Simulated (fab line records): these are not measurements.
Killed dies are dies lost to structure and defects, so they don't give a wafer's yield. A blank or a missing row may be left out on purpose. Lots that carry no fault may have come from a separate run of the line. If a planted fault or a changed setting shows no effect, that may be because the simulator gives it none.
fab line records | flow nand-harc
record lots=5 | wafers=14 | last-day=33
route steps=1302 shown A_SGD_CUT@896 END@1302
lots untouched by any fault: they come from a run of this same line in which no faults occurred
start-h: hours from the record's first day to the start of the lot's first wafer shown | wait-h: how many hours have passed since the lot's step before this one | " unchanged from the row above | L1.1+2: a row that stands for several wafers | - no value, or no start given | * or withheld: withheld | < > ~ a bound
route shown NAME@n: a module of which the file shows steps, and the number in the route of the first | usual: the fault-free wafers' mean and standard deviation | same: alike in all rows | chamber/n: place in a boat | sites: each site's reading | _std_site: how widely they spread, as a standard deviation | _edge_site: mean of outer sites minus mean of inner sites | radius-mm: how far each site lies from the wafer's centre | mask NAME#n: copy n | behind: the most recent tool/chamber to have shaped the wafer | hold: the reason the lot was held/the length of the hold in hours/how it ended | device: which transistor (n, p or np) failed to switch | end of line: at the end of the route, the tests of the same wafers | a step without rows: its recipe alone | killed: the dies lost at the first sort to structure and to defects; this is not the yield of the wafer | map: dies across one wafer; x = killed, . = not, _ = none there
set.NAME: the setting that was run; set.NAME@STEP: the one run at that earlier step | model.NAME: the simulator's own value behind a step, which no gauge read
a table for each step, a row for each wafer; lots at some steps of the route
services: when a tool's chamber went out of use (start-h, in hours from the record's first day, below 0 if earlier), for how many hours, and the reason
## steps
# step NHARC_A_SGD_CUT_SOFTBAKE_04
# recipe temp-c=105 | time-s=55
# step NHARC_A_SGD_CUT_EBR_05
# step NHARC_A_SGD_CUT_EXPOSE_06
# recipe na=1.35 | dose-mj=85.59 | mask-id=SGD
# step NHARC_A_SGD_CUT_PEB_07
# recipe peb-temp-c=100 | peb-time-s=65
# step NHARC_A_SGD_CUT_DEVELOP_08
# recipe develop-time-s=35 | dev-temp-c=23
# step NHARC_A_SGD_CUT_CD_MEAS_09
# recipe target-cd-nm=100 | landing-energy-ev=500
# usual cd-nm=100.0/0.51
lot.wafer | tool      | chamber | start-h | wait-h | cd-nm
L878.3    | cd-sem-02 | 0       | 456.76  | -      | 100.0
L878.4    | "         | 0       | "       | "      | 99.5
L878.5    | "         | 0       | "       | "      | 99.9
L890.4    | cd-sem-03 | 0       | 579.71  | -      | 99.7
L890.6    | "         | 0       | "       | "      | 99.9
L892.1    | cd-sem-02 | 0       | 589.38  | -      | 100.7
L892.4    | "         | 0       | "       | "      | 100.6
L892.5    | "         | 0       | "       | "      | 100.1
L895.1    | cd-sem-02 | 0       | 632.47  | -      | 99.8
L895.2    | "         | 0       | "       | "      | 100.5
L895.3    | "         | 0       | "       | "      | 99.9
L900.1    | cd-sem-03 | 0       | 666.44  | -      | 100.0
L900.3    | "         | 0       | "       | "      | 99.9
L900.6    | "         | 0       | "       | "      | 100.4
# step NHARC_A_SGD_CUT_OVL_MEAS_10
# usual overlay-x-nm=-0.1/0.73 | overlay-y-nm=0.2/0.83
lot.wafer | tool       | chamber | start-h | wait-h | overlay-x-nm | overlay-y-nm
L878.3    | overlay-02 | -       | 456.85  | -      | 0.8          | 0.5
L878.4    | "          | -       | "       | "      | 0.4          | -0.3
L878.5    | "          | -       | "       | "      | 0.6          | -0.2
L890.4    | overlay-02 | -       | 579.79  | -      | 0.0          | 0.2
L890.6    | "          | -       | "       | "      | -0.2         | 0.4
L892.1    | overlay-01 | -       | 589.47  | -      | -0.6         | 1.0
L892.4    | "          | -       | "       | "      | 0.1          | 0.7
L892.5    | "          | -       | "       | "      | -0.3         | 0.6
L895.1    | overlay-02 | -       | 632.56  | -      | -0.5         | 0.8
L895.2    | "          | -       | "       | "      | -0.1         | 0.6
L895.3    | "          | -       | "       | "      | 0.1          | 0.8
L900.1    | overlay-01 | -       | 666.54  | -      | 0.6          | 0.0
L900.3    | "          | -       | "       | "      | -0.1         | 0.0
L900.6    | "          | -       | "       | "      | 0.6          | 0.0
# step NHARC_A_SGD_CUT_INSPECT_11
# usual raw-defect-count=53/26
lot.wafer | tool              | chamber | start-h | wait-h | raw-defect-count
L878.3    | defect-inspect-01 | -       | 456.89  | 0.0    | 63
L878.4    | "                 | -       | "       | "      | 64
L878.5    | "                 | -       | "       | "      | 48
L890.4    | defect-inspect-01 | -       | 579.83  | 0.0    | 66
L890.6    | "                 | -       | "       | "      | 54
L892.1    | defect-inspect-01 | -       | 589.51  | 0.0    | 53
L892.4    | "                 | -       | "       | "      | 60
L892.5    | "                 | -       | "       | "      | 61
L895.1    | defect-inspect-01 | -       | 632.60  | 0.0    | 24
L895.2    | "                 | -       | "       | "      | 25
L895.3    | "                 | -       | "       | "      | 20
L900.1    | defect-inspect-01 | -       | 666.58  | 0.0    | 5
L900.3    | "                 | -       | "       | "      | 3
L900.6    | "                 | -       | "       | "      | 5
# step NHARC_A_SGD_CUT_DESCUM_14
# recipe time-s=3 | o2-flow-sccm=200 | ar-flow-sccm=0 | bias-power-w=0 | chemistry=O2
# usual chamber-pressure-mTorr=60.00/0.053 | drypump-motor-current-A=5.7/0.47 | mfc-ar-sccm=0.013/0.012 | oes-product-au=1.000/0.013 | rf-vpp-V=57.8/0.95 | showerhead-plenum-p-Torr=1.88/0.082 | throttle-valve-pct=11.311/0.0096
lot.wafer | tool        | chamber | start-h | wait-h | chamber-pressure-mTorr | drypump-motor-current-A | mfc-ar-sccm | oes-product-au | rf-hours-counter-h | rf-vpp-V | showerhead-plenum-p-Torr | throttle-valve-pct
L878.4    | rie-diel-05 | 2       | 456.95  | 0.1    | 60.02                  | 5.2                     | 0           | 1.015          | 3                  | 58.8     | 1.80                     | 11.309
L878.3    | "           | 1       | "       | "      | 59.90                  | 5.9                     | 0.019       | 1.015          | 3                  | 57.1     | 1.83                     | 11.315
L878.5    | "           | 2       | "       | "      | 59.93                  | 5.3                     | 0           | 1.018          | -                  | 57.6     | 1.81                     | 11.304
L890.4    | rie-diel-09 | 0       | 579.89  | 0.1    | 60.05                  | 6.0                     | 0.016       | 0.999          | 7                  | 58.9     | 1.79                     | 11.315
L890.6    | "           | 0       | "       | "      | 60.02                  | 6.0                     | 0.016       | 0.990          | -                  | 58.2     | 1.79                     | 11.303
L892.4    | rie-diel-06 | 2       | 589.57  | 0.1    | 59.94                  | 6.7                     | 0.000       | 0.976          | 4                  | 58.6     | 1.86                     | 11.319
L892.1    | "           | 0       | "       | "      | 60.08                  | 5.7                     | 0.012       | 1.010          | 4                  | 56.9     | 1.91                     | 11.303
L892.5    | "           | 2       | "       | "      | 60.00                  | 6.7                     | 0.000       | 0.977          | -                  | 57.1     | 1.86                     | 11.302
L895.1    | rie-diel-06 | 3       | 632.66  | 0.1    | 60.03                  | 5.8                     | 0           | 0.986          | 6                  | 58.1     | 1.99                     | 11.310
L895.2    | "           | 0       | "       | "      | 59.98                  | 5.7                     | 0.012       | 1.007          | 7                  | 58.1     | 1.91                     | 11.314
L895.3    | "           | 1       | "       | "      | 60.06                  | 5.4                     | 0.035       | 1.002          | 7                  | 58.8     | 2.02                     | 11.315
L900.1    | rie-diel-09 | 0       | 666.64  | 0.1    | 60.03                  | 6.0                     | 0.016       | 1.007          | 14                 | 57.0     | 1.79                     | 11.322
L900.3    | "           | 3       | "       | "      | 59.87                  | 5.7                     | 0.007       | 1.022          | 14                 | 56.4     | 1.79                     | 11.327
L900.6    | "           | 1       | "       | "      | 59.99                  | 5.1                     | 0           | 1.010          | -                  | 59.0     | 1.90                     | 11.319
# step NHARC_A_SGD_CUT_ETCH_58
# recipe target-depth-a=390 | over-etch-frac=0.3 | time-s=65 | ion-energy-ev=80 | cf4-flow-sccm=150 | ar-flow-sccm=0 | rf-w=300 | bias-w=100 | chemistry=CF4
# usual bias-w=100.00/0.28 | chamber-pressure-mTorr=49.99/0.05 | drypump-motor-current-A=5.7/0.49 | mfc-ar-sccm=0.013/0.012 | oes-product-au=1.000/0.012 | rf-vpp-V=150.9/1 | showerhead-plenum-p-Torr=1.74/0.069 | throttle-valve-pct=13.285/0.0098
lot.wafer | tool        | chamber | start-h | wait-h | bias-w | chamber-pressure-mTorr | drypump-motor-current-A | mfc-ar-sccm | oes-product-au | rf-hours-counter-h | rf-vpp-V | showerhead-plenum-p-Torr | throttle-valve-pct
L878.3    | rie-diel-05 | 2       | 457.04  | 0.1    | 99.77  | 49.92                  | 5.3                     | 0           | 0.995          | 3                  | 150.5    | 1.68                     | 13.322
L878.4    | "           | 3       | "       | "      | 100.09 | 49.97                  | 6.1                     | 0.032       | 0.991          | 3                  | 152.3    | 1.85                     | 13.281
L878.5    | "           | 2       | "       | "      | 99.78  | 50.02                  | 5.2                     | 0           | 1.009          | -                  | 151.1    | 1.68                     | 13.267
L890.4    | rie-diel-09 | 3       | 579.98  | 0.1    | 99.82  | 49.97                  | 5.7                     | 0.007       | 1.003          | 7                  | 148.9    | 1.67                     | 13.277
L890.6    | "           | 2       | "       | "      | 99.66  | 49.99                  | 5.2                     | 0.017       | 1.009          | -                  | 150.6    | 1.75                     | 13.281
L892.1    | rie-diel-06 | 2       | 589.65  | 0.1    | 100.42 | 49.95                  | 6.7                     | 0.000       | 0.985          | 4                  | 152.1    | 1.72                     | 13.285
L892.4    | "           | 1       | "       | "      | 99.84  | 49.97                  | 5.4                     | 0.035       | 0.991          | 5                  | 151.9    | 1.86                     | 13.280
L892.5    | "           | 2       | "       | "      | 100.25 | 49.88                  | 6.7                     | 0.000       | 0.962          | -                  | 150.9    | 1.72                     | 13.291
L895.2    | rie-diel-06 | 1       | 632.74  | 0.1    | 99.76  | 49.94                  | 5.4                     | 0.035       | 0.994          | 7                  | 152.9    | 1.86                     | 13.306
L895.1    | "           | 2       | "       | "      | 99.45  | 49.86                  | 6.7                     | 0.000       | 0.981          | 6                  | 150.0    | 1.72                     | 13.280
L895.3    | "           | 3       | "       | "      | 100.46 | 49.93                  | 5.8                     | 0           | 0.990          | 6                  | 151.3    | 1.83                     | 13.285
L900.3    | rie-diel-09 | 1       | 666.74  | 0.1    | 100.18 | 50.08                  | 5.1                     | 0           | 1.014          | 14                 | 150.0    | 1.75                     | 13.283
L900.1    | "           | 2       | "       | "      | 100.17 | 49.94                  | 5.1                     | 0.017       | 1.003          | 13                 | 153.5    | 1.75                     | 13.287
L900.6    | "           | 3       | "       | "      | 100.14 | 49.96                  | 5.7                     | 0.007       | 1.004          | -                  | 151.0    | 1.67                     | 13.284
# step NHARC_A_SGD_CUT_ETCH_59
# recipe target-depth-a=2600 | over-etch-frac=0.25 | time-s=406.25 | ion-energy-ev=200 | n2-flow-sccm=150 | h2-flow-sccm=150 | ar-flow-sccm=0 | rf-w=400 | bias-w=150 | chemistry=N2/H2
# usual bias-w=150.0/0.42 | chamber-pressure-mTorr=30.001/0.026 | drypump-motor-current-A=5.7/0.46 | mfc-ar-sccm=0.013/0.012 | oes-product-au=0.999/0.013 | rf-vpp-V=429.7/2.6 | showerhead-plenum-p-Torr=2.01/0.091 | throttle-valve-pct=14.172/0.0097
lot.wafer | tool        | chamber | start-h | wait-h | bias-w | chamber-pressure-mTorr | drypump-motor-current-A | mfc-ar-sccm | oes-product-au | rf-hours-counter-h | rf-vpp-V | showerhead-plenum-p-Torr | throttle-valve-pct
L878.3    | rie-diel-05 | 2       | -       | -      | 149.7  | 30.019                 | 5.2                     | 0           | 0.999          | 3                  | 427.1    | 1.92                     | 14.171
L878.4    | "           | 1       | "       | "      | 150.4  | 29.987                 | 6.0                     | 0.019       | 1.014          | 3                  | 428.4    | 1.95                     | 14.169
L878.5    | "           | 2       | "       | "      | 149.8  | 29.940                 | 5.3                     | 0           | 1.003          | -                  | 428.1    | 1.92                     | 14.173
L890.4    | rie-diel-09 | 2       | -       | -      | 149.5  | 29.972                 | 5.1                     | 0.017       | 1.001          | 7                  | 430.1    | 2.02                     | 14.179
L890.6    | "           | 0       | "       | "      | 150.3  | 29.969                 | 5.9                     | 0.016       | 0.995          | -                  | 427.8    | 1.91                     | 14.191
L892.4    | rie-diel-06 | 3       | -       | -      | 150.2  | 30.002                 | 5.8                     | 0           | 0.989          | 4                  | 433.0    | 2.12                     | 14.157
L892.1    | "           | 0       | "       | "      | 149.9  | 29.986                 | 5.7                     | 0.012       | 1.001          | 4                  | 429.5    | 2.04                     | 14.162
L892.5    | "           | 3       | "       | "      | 149.6  | 29.939                 | 5.8                     | 0           | 0.989          | -                  | 431.8    | 2.12                     | 14.196
L895.2    | rie-diel-06 | 1       | -       | -      | 150.8  | 29.985                 | 5.5                     | 0.035       | 0.995          | 7                  | 432.9    | 2.15                     | 14.155
L895.3    | "           | 2       | "       | "      | 150.8  | 29.966                 | 6.7                     | 0.000       | 0.971          | 7                  | 429.9    | 1.98                     | 14.172
L895.1    | "           | 3       | "       | "      | 149.8  | 30.043                 | 5.8                     | 0           | 0.981          | 6                  | 433.6    | 2.12                     | 14.180
L900.1    | rie-diel-09 | 3       | -       | -      | 150.4  | 29.954                 | 5.7                     | 0.007       | 1.017          | 14                 | 426.8    | 1.91                     | 14.173
L900.3    | "           | 0       | "       | "      | 149.5  | 29.981                 | 5.9                     | 0.016       | 1.011          | 14                 | 426.9    | 1.90                     | 14.170
L900.6    | "           | 3       | "       | "      | 149.3  | 29.979                 | 5.7                     | 0.007       | 1.017          | -                  | 427.3    | 1.91                     | 14.168
# step NHARC_A_SGD_CUT_ETCH_15
# recipe target-depth-a=750 | time-s=64.3 | ch3f-flow-sccm=50 | o2-flow-sccm=30 | ar-flow-sccm=200 | rf-w=500 | bias-w=100 | chemistry=CH3F/O2
# usual bias-w=99.94/0.29 | chamber-pressure-mTorr=24.998/0.022 | drypump-motor-current-A=5.7/0.46 | mfc-ar-sccm=200.0/0.57 | oes-product-au=0.958/0.02 | rf-vpp-V=263.3/1.8 | showerhead-plenum-p-Torr=2.43/0.1 | throttle-valve-pct=20.662/0.0085
lot.wafer | tool        | chamber | start-h | wait-h | bias-w | chamber-pressure-mTorr | drypump-motor-current-A | mfc-ar-sccm | oes-product-au | rf-hours-counter-h | rf-vpp-V | showerhead-plenum-p-Torr | throttle-valve-pct
L878.4    | rie-diel-05 | 0       | -       | -      | 99.91  | 24.976                 | 5.0                     | 199.8       | 0.984          | 3                  | 262.6    | 2.32                     | 20.664
L878.3    | "           | 2       | "       | "      | 100.38 | 25.013                 | 5.3                     | 200.8       | 0.956          | 3                  | 263.3    | 2.32                     | 20.668
L878.5    | "           | 0       | "       | "      | 99.66  | 25.034                 | 5.0                     | 199.3       | 0.975          | -                  | 261.1    | 2.32                     | 20.659
L890.4    | rie-diel-09 | 2       | -       | -      | 99.76  | 24.996                 | 5.2                     | 199.0       | 0.938          | 7                  | 263.4    | 2.44                     | 20.661
L890.6    | "           | 2       | "       | "      | 99.84  | 24.997                 | 5.1                     | 199.3       | 0.933          | -                  | 264.6    | 2.44                     | 20.666
L892.4    | rie-diel-06 | 2       | -       | -      | 100.18 | 24.993                 | 6.7                     | 199.9       | 0.944          | 5                  | 262.3    | 2.39                     | 20.663
L892.1    | "           | 0       | "       | "      | 99.84  | 24.959                 | 5.7                     | 199.8       | 0.979          | 5                  | 263.7    | 2.46                     | 20.659
L892.5    | "           | 2       | "       | "      | 100.35 | 24.991                 | 6.7                     | 200.9       | 0.934          | -                  | 262.6    | 2.39                     | 20.661
L895.3    | rie-diel-06 | 3       | -       | -      | 99.29  | 24.990                 | 5.8                     | 200.3       | 0.934          | 6                  | 265.5    | 2.55                     | 20.676
L895.1    | "           | 0       | "       | "      | 100.08 | 24.987                 | 5.7                     | 199.3       | 0.960          | 7                  | 265.4    | 2.46                     | 20.660
L895.2    | "           | 1       | "       | "      | 100.35 | 25.012                 | 5.5                     | 199.6       | 0.982          | 7                  | 265.1    | 2.59                     | 20.688
L900.3    | rie-diel-09 | 3       | -       | -      | 99.98  | 25.004                 | 5.7                     | 199.6       | 0.985          | 14                 | 262.2    | 2.31                     | 20.656
L900.1    | "           | 2       | "       | "      | 99.74  | 24.984                 | 5.1                     | 200.4       | 0.969          | 14                 | 261.5    | 2.43                     | 20.675
L900.6    | "           | 3       | "       | "      | 99.79  | 25.038                 | 5.7                     | 199.6       | 0.985          | -                  | 260.8    | 2.31                     | 20.655
# step NHARC_A_SGD_CUT_ETCH_16
# recipe target-depth-a=3105 | time-s=155.2 | c4f8-flow-sccm=withheld | o2-flow-sccm=8 | ar-flow-sccm=withheld | rf-w=600 | bias-w=800 | chemistry=C4F8/O2/Ar
# usual bias-w=799.9/2.1 | chamber-pressure-mTorr=24.999/0.021 | oes-product-au=0.968/0.017 | rf-vpp-V=722/4.4
lot.wafer | tool        | chamber | start-h | wait-h | bias-w | chamber-pressure-mTorr | oes-product-au | rf-hours-counter-h | rf-vpp-V
L878.3    | rie-diel-05 | 0       | 457.52  | -      | 793.5  | 24.991                 | 0.989          | 3                  | 716
L878.4    | "           | 2       | "       | "      | 800.5  | 24.982                 | 0.973          | 3                  | 717
L878.5    | "           | 0       | "       | "      | 798.4  | 25.022                 | 0.992          | -                  | 717
L890.4    | rie-diel-09 | 0       | 580.48  | -      | 797.7  | 25.034                 | 0.884          | 7                  | 716
L890.6    | "           | 2       | "       | "      | 797.0  | 24.989                 | 0.892          | -                  | 721
L892.4    | rie-diel-06 | 3       | 590.13  | -      | 803.9  | 24.980                 | 0.955          | 4                  | 727
L892.1    | "           | 1       | "       | "      | 801.2  | 25.022                 | 0.982          | 5                  | 729
L892.5    | "           | 0       | "       | "      | 796.7  | 24.991                 | 0.983          | -                  | 724
L895.3    | rie-diel-06 | 3       | 633.23  | -      | 804.7  | 25.020                 | 0.957          | 6                  | 728
L895.2    | "           | 1       | "       | "      | 800.7  | 24.995                 | 0.980          | 7                  | 729
L895.1    | "           | 2       | "       | "      | 800.9  | 24.988                 | 0.963          | 7                  | 720
L900.3    | rie-diel-09 | 2       | 667.25  | -      | 798.9  | 24.951                 | 0.992          | 14                 | 723
L900.1    | "           | 3       | "       | "      | 804.1  | 25.004                 | 0.997          | 14                 | 717
L900.6    | "           | 1       | "       | "      | 797.7  | 25.015                 | 0.976          | -                  | 723
# step NHARC_A_SGD_CUT_STRIP_60
# recipe c4f8-flow-sccm=withheld | o2-flow-sccm=8 | ar-flow-sccm=withheld | bias-w=0 | chemistry=C4F8/O2/Ar
# step NHARC_END_SORT_01
# recipe temp-c=25
# usual killed-at-array=55/20 | killed-at-other=1.2/1.3 | killed-at-periphery=4.0/3 | killed-dies=60/21 | killed-open=3.2/1.9 | killed-short=2.5/1.6
# same gross-dies=677
lot.wafer | tool      | chamber | start-h | wait-h | hold                   | killed-at-array | killed-at-other | killed-at-periphery | killed-dies | killed-open | killed-short
L878.3    | prober-01 | 0       | 585.19  | 3.1    | -                      | 64              | 2               | 7                   | 73          | 2           | 2
L878.4    | prober-01 | 0       | 585.98  | 3.4    | -                      | 65              | 0               | 9                   | 74          | 4           | 2
L878.5    | prober-01 | 0       | 586.78  | 3.7    | -                      | 65              | 3               | 7                   | 75          | 7           | 2
L890.4    | prober-02 | 0       | 703.91  | 3.4    | await-dispo/2.6h/scrap | 614             | 2               | 5                   | 621         | 2           | 2
L890.6    | prober-02 | 0       | 705.51  | 4.0    | await-dispo/2.6h/scrap | 606             | 1               | 4                   | 611         | 5           | 3
L892.1    | prober-02 | 0       | 714.68  | 2.5    | -                      | 45              | 2               | 4                   | 51          | 3           | 2
L892.4    | prober-02 | 0       | 717.13  | 3.5    | -                      | 55              | 3               | 5                   | 63          | 6           | 3
L892.5    | prober-02 | 0       | 717.95  | 3.8    | -                      | 45              | 1               | 1                   | 47          | 3           | 3
L895.1    | prober-02 | 0       | 765.04  | 2.5    | -                      | 64              | 4               | 10                  | 78          | 3           | 2
L895.2    | prober-02 | 0       | 765.84  | 2.8    | -                      | 51              | 2               | 6                   | 59          | 0           | 5
L895.3    | prober-02 | 0       | 766.64  | 3.1    | -                      | 46              | 3               | 8                   | 57          | 3           | 1
L900.1    | prober-01 | 0       | 788.33  | 2.5    | -                      | 22              | 2               | 3                   | 27          | 4           | 6
L900.3    | prober-01 | 0       | 789.91  | 3.1    | -                      | 21              | 2               | 1                   | 24          | 3           | 4
L900.6    | prober-01 | 0       | 792.28  | 4.0    | -                      | 17              | 0               | 1                   | 18          | 3           | 2
# killed by level:class
L878.3 A_CHANNEL_HOLE_D2:chamber-film-flake=36 A_SLIT:chamber-film-flake=20 P_M2:chamber-film-flake=5 A_CONTACT:chamber-film-flake=3 THIN_TSV:chamber-film-flake=2 A_CHANNEL_FILL_D1:geometric-particle:short=1 A_ONON_D2:geometric-particle:short=1 A_CHANNEL_HOLE_D2:geometric-particle:open=1
L878.4 A_CHANNEL_HOLE_D2:chamber-film-flake=34 A_SLIT:chamber-film-flake=21 P_GATE:chamber-film-flake=5 P_M2:chamber-film-flake=3 A_ONON_D1:geometric-particle:open=1 A_CHANNEL_FILL_D1:geometric-particle:short=1 A_ONON_D2:geometric-particle:open=1 A_CHANNEL_FILL_D2:geometric-particle:open=1
L878.5 A_CHANNEL_HOLE_D2:chamber-film-flake=30 A_SLIT:chamber-film-flake=21 A_CHANNEL_HOLE_D1:chamber-film-flake=4 P_GATE:chamber-film-flake=3 P_ZERO_WELL:chamber-film-flake=2 THIN_TSV:chamber-film-flake=2 P_CONTACT:geometric-particle:open=1 A_ONON_D1:geometric-particle:open=1
L890.4 A_SGD_CUT:area-etch=542 A_SLIT:chamber-film-flake=34 A_CHANNEL_HOLE_D1:chamber-film-flake=30 A_CHANNEL_FILL_D2:chamber-film-flake=3 P_GATE:chamber-film-flake=2 THIN_TSV:chamber-film-flake=2 P_GATE:geometric-particle:open=1 A_CHANNEL_FILL_D1:geometric-particle:short=1
L890.6 A_SGD_CUT:area-etch=529 A_SLIT:chamber-film-flake=33 A_CHANNEL_HOLE_D1:chamber-film-flake=33 A_CONTACT:chamber-film-flake=4 P_GATE:geometric-particle:open=1 P_M0:geometric-particle:short=1 P_M0:geometric-particle:open=1 A_SOURCE_PLATE:geometric-particle:short=1
L892.1 A_CHANNEL_HOLE_D1:chamber-film-flake=30 P_ZERO_WELL:chamber-film-flake=3 A_CONTACT:chamber-film-flake=3 A_STAIRCASE:chamber-film-flake=2 A_SGD_CUT:chamber-film-flake=2 A_SLIT:chamber-film-flake=2 THIN_TSV:chamber-film-flake=2 P_GATE:geometric-particle:short=1
L892.4 A_CHANNEL_HOLE_D1:chamber-film-flake=34 A_SLIT:chamber-film-flake=7 A_STAIRCASE:chamber-film-flake=3 THIN_TSV:chamber-film-flake=3 A_CHANNEL_FILL_D1:geometric-particle:short=2 P_ZERO_WELL:chamber-film-flake=2 A_CONTACT:chamber-film-flake=2 P_CONTACT:geometric-particle:open=1
L892.5 A_CHANNEL_HOLE_D1:chamber-film-flake=34 A_SLIT:chamber-film-flake=3 A_CHANNEL_HOLE_D1:geometric-particle:short=2 A_STAIRCASE:chamber-film-flake=2 P_M0:geometric-particle:open=1 A_DECK1_JOINT:geometric-particle:open=1 A_SGD_CUT:geometric-particle:short=1 A_CONTACT:geometric-particle:open=1
L895.1 A_SLIT:chamber-film-flake=35 A_CHANNEL_HOLE_D1:chamber-film-flake=11 P_ZERO_WELL:chamber-film-flake=6 A_CONTACT:chamber-film-flake=6 A_STAIRCASE:chamber-film-flake=4 A_WL_FILL:chamber-film-flake=3 P_M2:chamber-film-flake=2 A_CHANNEL_HOLE_D2:chamber-film-flake=2
L895.2 A_SLIT:chamber-film-flake=23 A_CHANNEL_HOLE_D1:chamber-film-flake=11 A_STAIRCASE:chamber-film-flake=5 P_M2:chamber-film-flake=4 A_CONTACT:chamber-film-flake=3 A_DECK1_JOINT:chamber-film-flake=2 HYBRID_BOND:chamber-film-flake=2 A_ONON_D1:geometric-particle:short=1
L895.3 A_SLIT:chamber-film-flake=26 A_CHANNEL_HOLE_D1:chamber-film-flake=9 A_CONTACT:chamber-film-flake=4 P_M2:chamber-film-flake=3 A_DECK1_JOINT:chamber-film-flake=3 HYBRID_BOND:chamber-film-flake=2 P_STI:geometric-particle:open=1 P_GATE:geometric-particle:open=1
L900.1 A_SLIT:chamber-film-flake=8 A_M1:chamber-film-flake=5 A_ONON_D1:geometric-particle:short=2 P_M0:geometric-particle:short=1 P_M0:geometric-particle:open=1 A_SOURCE_PLATE:geometric-particle:open=1 A_CHANNEL_FILL_D1:geometric-particle:open=1 A_DECK1_JOINT:geometric-particle:short=1
L900.3 A_SLIT:chamber-film-flake=8 A_M1:chamber-film-flake=5 A_CHANNEL_FILL_D2:geometric-particle:short=2 A_WL_FILL:geometric-particle:short=2 THIN_TSV:chamber-film-flake=2 P_M0:geometric-particle:open=1 A_WL_FILL:geometric-particle:open=1 A_M0:geometric-particle:open=1
L900.6 A_M1:chamber-film-flake=6 A_SLIT:chamber-film-flake=4 P_CONTACT:geometric-particle:open=1 A_ONON_D2:geometric-particle:short=1 A_ONON_D2:geometric-particle:open=1 A_CHANNEL_FILL_D2:geometric-particle:short=1 A_CHANNEL_FILL_D2:geometric-particle:open=1 A_CHANNEL_HOLE_D2:chamber-film-flake=1
# map L890.4 (x killed, . not)
____________x____________
_________xxxxxxx_________
_______xxxxxxxxxxx_______
______xxxxxxxxxxxxx______
_____.xxxxx.xxxxxx.x_____
____xxxxxx.xxxxxxxxxx____
____xxxxx.x.xxxxx.xxx____
___xxxxxx.x.xxxxxxxxxx___
___xxxxxxxx.xxxxx.xxxx___
__xxxxx.xx.xxxxxxxxxxxx__
__xxxxx.x.xxxxxxxxxxxxx__
_xxxxxx..xxxxxxxxxxxxxxx_
_xxxxx.xxxxxxxxx.xxxxxxx_
_xxxxxxx.x.xxxxx.xxxxxxx_
_xxxxx.xxxx.xxxxxxxxxxxx_
_xx.xxxxxx.x..xxxxxxxxxx_
xxxxxxxx.xxxx.xxx.xxxxxxx
xxxxxxxxx.x.xx.xxxxxxxxxx
xxxx.xxxxx.xxxxxxxxxxxxxx
xxxxxxxxx.xxxx.xxxxxxxxxx
xxxxx.xx.x.xxxxxxxxxxxxxx
_xxxxxxxxxxxxxxxx.xxxxxx_
_xxxxx.xxxxx..xxxxxxxxxx_
_xx.xxxxx.xxxxxx.xxxxxxx_
_xxxxx...xxxxxxxxxxxxxxx_
_xxxxxxxxxxx.xxxxxxxxxxx_
__xxxxxxxx.xxxxxxxxxxxx__
__xxxx.xxxxxxxxxxxxxxxx__
___xxxxxxxxxxxxxxxxxxx___
___xxxxxxxxxx.xxxxxxxx___
____xxxxxxxxxxxxxxxxx____
____xxxx.xxxxxxxxxxxx____
_____xxxxxxxxxxxxxxx_____
______xxxxxxxxxxxxx______
_______xxxxxxxxxxx_______
_________xxxxxxx_________
____________x____________
# map L900.1 (x killed, . not)
____________.____________
_________......._________
_______....x.x.x.._______
______.............______
_____..............._____
____.................____
____.................____
___...................___
___...................___
__.............x.......__
__.....................__
_x..................x..._
_...x..................._
_.x....................._
_..x..............xxx..._
_..x...........x......x._
..x............x...xx....
......................x..
..................x..x...
.........................
.........................
_..........x............_
_......................._
_......................._
_......................x_
_......................._
__.................x...__
__...............x.....__
___......x............___
___...................___
____.................____
____.................____
_____..............._____
______.............______
_______..........._______
_________......._________
____________.____________
## services
tool        | chamber | start-h | hours | kind
rie-diel-09 | 3       | 433.59  | 10.2  | repair
rie-diel-06 | 0       | 438.70  | -     | clean
rie-diel-06 | 1       | 438.70  | -     | clean
rie-diel-06 | 2       | 438.70  | -     | clean
rie-diel-06 | 3       | 438.70  | -     | clean
rie-diel-06 | 1       | 445.81  | 23.1  | repair
rie-diel-06 | 0       | 463.20  | -     | clean
rie-diel-06 | 2       | 463.20  | -     | clean
rie-diel-06 | 3       | 463.20  | -     | clean
rie-diel-06 | -       | 484.20  | 9.0   | pm
rie-diel-06 | 0       | 484.20  | 9.0   | vent-cycle
rie-diel-06 | 1       | 484.20  | 9.0   | vent-cycle
rie-diel-06 | 2       | 484.20  | 9.0   | vent-cycle
rie-diel-09 | -       | 497.10  | 9.0   | pm
rie-diel-09 | 1       | 550.33  | 3.0   | repair
rie-diel-06 | 1       | 571.26  | 2.4   | repair
rie-diel-05 | 0       | 571.64  | 6.3   | repair
rie-diel-05 | -       | 583.60  | 9.0   | pm
rie-diel-09 | 0       | 593.24  | 2.8   | repair
rie-diel-05 | -       | 602.54  | 0.4   | repair
rie-diel-06 | 3       | 615.60  | 3.8   | repair
rie-diel-06 | 2       | 636.67  | 9.8   | repair
rie-diel-05 | 1       | 638.40  | 4.0   | repair
rie-diel-06 | -       | 661.20  | 9.0   | pm
## key
first-sign step=NHARC_A_SGD_CUT_ETCH_16 | reading=oes-product-au | direction=down | sigmas=4.6 | usual=0.968 | struck=0.888
effect step=NHARC_END_SORT_01 | reading=killed-at-array | direction=up | sigmas=27 | usual=55 | struck=610
more-kills-born-at NHARC_A_SGD_CUT_ETCH_16@rie-diel-09=1071
met-at NHARC_A_SGD_CUT_ETCH_16
struck-wafers L890.4,L890.6
later-rows-left-out L890.4,L890.6
tester-left-out L890
fault kind=process-parameter-drift | tool=rie-diel-09 | chamber=- | onset-h=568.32 | steps=NHARC_A_SGD_CUT_ETCH_16 | channel=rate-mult | offset=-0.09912 | shape=step | end-h=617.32
# tester-left-out: of these lots the tester's yield and bins aren't shown, on N5 and GAA mostly nor the transistor test; their killed dies are dies lost to structure and defects alone, not to doping, threshold or leakage, so they don't give the yield
# later-rows-left-out: the simulator's readings of these wafers behind a module that went badly wrong aren't trusted and aren't shown, but for the sort
